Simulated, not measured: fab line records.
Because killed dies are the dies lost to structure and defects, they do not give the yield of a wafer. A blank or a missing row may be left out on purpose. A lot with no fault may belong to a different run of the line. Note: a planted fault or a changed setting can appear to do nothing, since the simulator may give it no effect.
Which tool was responsible? / flow n5Finfet / at 1 step of a route of 1938, 11 lots with 33 wafers sampled

WHAT EACH GAUGE READ, for each wafer
N5_WELL_APT_OVL_MEAS_26.
lot=L075; measured=day 1 21:07; on=overlay-02; PWELL_OVL (nm)=2 4 2
lot=L077; measured=day 2 09:04; on=overlay-01; PWELL_OVL (nm)=13 18 11
lot=L079; measured=day 2 22:02; on=overlay-02; PWELL_OVL (nm)=9 18 9
lot=L081; measured=day 3 09:08; on=overlay-01; PWELL_OVL (nm)=3 1 7
lot=L083; measured=day 3 20:51; on=overlay-02; PWELL_OVL (nm)=3 8 6
lot=L085; measured=day 4 08:50; on=overlay-01; PWELL_OVL (nm)=7 9 14
lot=L087; measured=day 4 21:23; on=overlay-02; PWELL_OVL (nm)=1 6 -3
lot=L090; measured=day 5 14:44; on=overlay-01; PWELL_OVL (nm)=-5 -1 1
lot=L092; measured=day 6 03:41; on=overlay-02; PWELL_OVL (nm)=1 3 1
lot=L095; measured=day 6 21:05; on=overlay-02; PWELL_OVL (nm)=-2 9 2
lot=L097; measured=day 7 09:02; on=overlay-01; PWELL_OVL (nm)=9 3 7

WHICH TOOL RAN EACH LOT (tool, then ch and the chambers of the sampled wafers, then the start)
The record shows no process step preceding these readings.

THE ANSWER, worked out from the rows above alone
Rule: the usual values come from the lots themselves. Put in order of their means at a reading, lots are off if they are a third of the lots or fewer, leave a main group of 4 or more, and stand apart from it by a gap of 3 or more times the standard deviation of the main group's means; of several such gaps the widest counts. Not used: any main group whose means are identical at the precision the tables above print for the reading. A lot without any number at a reading at which 4 lots or more have one is off too. All remaining lots with rows at the step are treated as sound.
No lot is off on any of the readings shown, so nothing can be concluded from this.

WHAT WAS PUT IN BY THE SIMULATOR
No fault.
